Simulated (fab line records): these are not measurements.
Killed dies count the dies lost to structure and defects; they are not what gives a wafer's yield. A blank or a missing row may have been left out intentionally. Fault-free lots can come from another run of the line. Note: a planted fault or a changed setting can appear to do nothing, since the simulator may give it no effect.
Which tool did it? ; flow nandHarc ; 39 wafers from 13 lots sampled at 5 of the route's 1302 steps

WHAT THE GAUGES SHOWED, per wafer
NHARC_END_SORT_01. Usual: killedAtArray 57, standard deviation 18; killedAtOther 0.9, standard deviation 1.3; killedAtPeriphery 3.5, standard deviation 2.2; killedDies 62, standard deviation 18; killedOpen 3.0, standard deviation 1.7; killedShort 2.3, standard deviation 1.5.
lot;measured;on;killedAtArray;killedAtOther;killedAtPeriphery;killedDies;killedOpen;killedShort;flag
L664;day 30 11:17;prober-02;527 514 601;1 0 2;6 3 7;534 517 610;5 5 4;4 3 3;OFF

EACH LOT AND THE TOOL THAT RAN IT (in order: tool; ch and the chambers of the sampled wafers; start)
lot;NHARC_A_STAIRCASE_CVD_552;NHARC_THIN_TSV_DEP_47;NHARC_THIN_TSV_STRIP_62;NHARC_THIN_TSV_PRE_CLEAN_54
L649;lpcvd-01 ch 0, day 18 02:23;pecvd-04 ch 0,2, day 24 03:56;plasmaAsher-02 ch 0,1, day 24 04:41;pvdSputter-03, day 24 06:54
L650;lpcvd-01 ch 0, day 18 02:23;pecvd-04 ch 0,2, day 24 05:20;plasmaAsher-02 ch 0,1, day 24 06:09;pvdSputter-01, day 24 08:21
L651;lpcvd-02 ch 1, day 18 20:59;pecvd-02 ch 1,2, day 24 23:55;plasmaAsher-01 ch 0,1, day 25 00:41;pvdSputter-01, day 25 02:56
L653;lpcvd-02 ch 0, day 18 20:59;pecvd-01 ch 0,1,2, day 24 22:53;plasmaAsher-01 ch 0,1, day 24 23:34;pvdSputter-03, day 25 01:46
L654;lpcvd-01 ch 1, day 19 22:40;pecvd-01 ch 0,1, day 26 08:31;plasmaAsher-01 ch 1, day 26 09:16;pvdSputter-01, day 26 11:31
L655;lpcvd-02 ch 1, day 20 07:14;pecvd-01 ch 1,2, day 27 07:23;plasmaAsher-02 ch 0,1, day 27 08:11;pvdSputter-02, day 27 10:23
L657;lpcvd-02 ch 0, day 21 00:07;pecvd-01 ch 1,2, day 27 17:19;plasmaAsher-02 ch 0,1, day 27 17:59;pvdSputter-01, day 27 20:14
L658;lpcvd-02 ch 0, day 21 00:07;pecvd-02 ch 0,1, day 27 10:07;plasmaAsher-02 ch 0, day 27 10:51;pvdSputter-01, day 27 13:05
L660;lpcvd-02 ch 0, day 22 02:47;pecvd-02 ch 1,2, day 28 16:41;plasmaAsher-02 ch 0,1, day 28 17:32;pvdSputter-02, day 28 19:46
L664;lpcvd-02 ch 0, day 23 13:15;-;-;-
L670;lpcvd-01 ch 0, day 25 20:23;pecvd-04 ch 0,1,2, day 32 04:37;plasmaAsher-02 ch 0,1, day 32 05:26;pvdSputter-03, day 32 07:38
L671;lpcvd-01 ch 1, day 26 09:16;pecvd-01 ch 0,1,2, day 32 14:53;plasmaAsher-02 ch 0,1, day 32 15:34;pvdSputter-03, day 32 17:49
L672;lpcvd-02 ch 1, day 27 05:25;pecvd-01 ch 0,1,2, day 33 05:43;plasmaAsher-02 ch 0,1, day 33 06:28;pvdSputter-02, day 33 08:41
- NHARC_A_STAIRCASE_CVD_552: deposits SiNx, target thk 40 nm.
- NHARC_THIN_TSV_DEP_47: deposits SiO2, target thk 200 nm.
- NHARC_THIN_TSV_STRIP_62: strips in N2/H2, time 20 s.
- NHARC_THIN_TSV_PRE_CLEAN_54: time 30 s.

WHAT THE TOOLS THEMSELVES READ (means of the sampled wafers that have a number; where no wafer has one, the mark that the record gives instead)
NHARC_A_STAIRCASE_CVD_552. Usual: spikeTcLowerC 699.7 C, standard deviation 1.4; zonePowerCentrePct 11.7 %, standard deviation 0.65; zonePowerUpperPct 11.1 %, standard deviation 0.37.
lot;tool;spikeTcLowerC (C);zonePowerCentrePct (%);zonePowerUpperPct (%);flag
L649;lpcvd-01;698.7;11.3;10.9;
L650;lpcvd-01;698.1;11.2;10.9;
L651;lpcvd-02;699.7;12.2;10.8;
L653;lpcvd-02;699.3;12.7;11.1;
L654;lpcvd-01;700.9;11.2;11.7;
L655;lpcvd-02;700.3;12.1;10.8;
L657;lpcvd-02;699.4;12.8;11.0;
L658;lpcvd-02;699.7;12.6;11.1;
L660;lpcvd-02;699.8;12.7;11.1;
L664;lpcvd-02;699.5;12.8;11.0;
L670;lpcvd-01;697.1;11.2;10.8;
L671;lpcvd-01;701.8;11.1;11.6;
L672;lpcvd-02;699.5;12.0;10.8;

NHARC_THIN_TSV_DEP_47. Usual: flowSccm 2650 sccm, standard deviation 7.4; throttleValvePct 15.9 %, standard deviation 0.61.
lot;tool;flowSccm (sccm);throttleValvePct (%);flag
L649;pecvd-04;2648;15.7;
L650;pecvd-04;2657;15.7;
L651;pecvd-02;2647;16.5;
L653;pecvd-01;2651;16.0;
L654;pecvd-01;2644;15.9;
L655;pecvd-01;2651;16.4;
L657;pecvd-01;2649;16.4;
L658;pecvd-02;2653;15.0;
L660;pecvd-02;2643;16.3;
L670;pecvd-04;2652;15.7;
L671;pecvd-01;2652;15.8;
L672;pecvd-01;2647;15.8;

NHARC_THIN_TSV_STRIP_62. Usual: drypumpMotorCurrentA 5.38 A, standard deviation 0.1; heaterPowerW 352 W, standard deviation 23; rfReflPowerW 18 W, standard deviation 7.9.
lot;tool;drypumpMotorCurrentA (A);heaterPowerW (W);rfReflPowerW (W);flag
L649;plasmaAsher-02;5.44;368;18;
L650;plasmaAsher-02;5.46;360;24;
L651;plasmaAsher-01;5.30;347;15;
L653;plasmaAsher-01;5.30;349;-;OFF
L654;plasmaAsher-01;5.21;309;10;
L655;plasmaAsher-02;5.43;360;19;
L657;plasmaAsher-02;5.46;362;24;
L658;plasmaAsher-02;5.40;356;-;OFF
L660;plasmaAsher-02;5.47;365;24;
L670;plasmaAsher-02;5.44;359;23;
L671;plasmaAsher-02;5.42;362;18;
L672;plasmaAsher-02;5.46;365;24;

NHARC_THIN_TSV_PRE_CLEAN_54. Usual: heaterPowerW 415 W, standard deviation 44.
lot;tool;heaterPowerW (W);flag
L649;pvdSputter-03;466;
L650;pvdSputter-01;379;
L651;pvdSputter-01;413;
L653;pvdSputter-03;433;
L654;pvdSputter-01;392;
L655;pvdSputter-02;372;
L657;pvdSputter-01;375;
L658;pvdSputter-01;423;
L660;pvdSputter-02;359;
L670;pvdSputter-03;472;
L671;pvdSputter-03;437;
L672;pvdSputter-02;379;

THE ANSWER, worked out from the rows above alone
Rule: lot off if the mean of its wafers having a number is beyond 3 standard deviations from the usual mean. Also off: a lot with no number at a reading for which 4 or more lots have one. The other lots that the step has rows for count as sound. After the gauges, taken in route order, come the tools' own readings; for these a lot's mean is taken, as printed above. The first step at which some lot is off is used, and at that step the reading that is off furthest; a lot without a number counts as furthest.
Off, at NHARC_END_SORT_01 on killedDies: L664. Neither off nor sound, because the step has no rows for them: L649, L650, L651, L653, L654, L655, L657, L658, L660, L670, L671, L672.
If a tool, at a process step before that reading, ran all the lots that are off and no sound lot after the first of them, it fits. The gauges at NHARC_END_SORT_01 are tried like those tools. 2 tools fit, lpcvd-02 at NHARC_A_STAIRCASE_CVD_552 and prober-02 at NHARC_END_SORT_01, so this cannot tell which one it is.

WHAT THE SIMULATOR PUT IN
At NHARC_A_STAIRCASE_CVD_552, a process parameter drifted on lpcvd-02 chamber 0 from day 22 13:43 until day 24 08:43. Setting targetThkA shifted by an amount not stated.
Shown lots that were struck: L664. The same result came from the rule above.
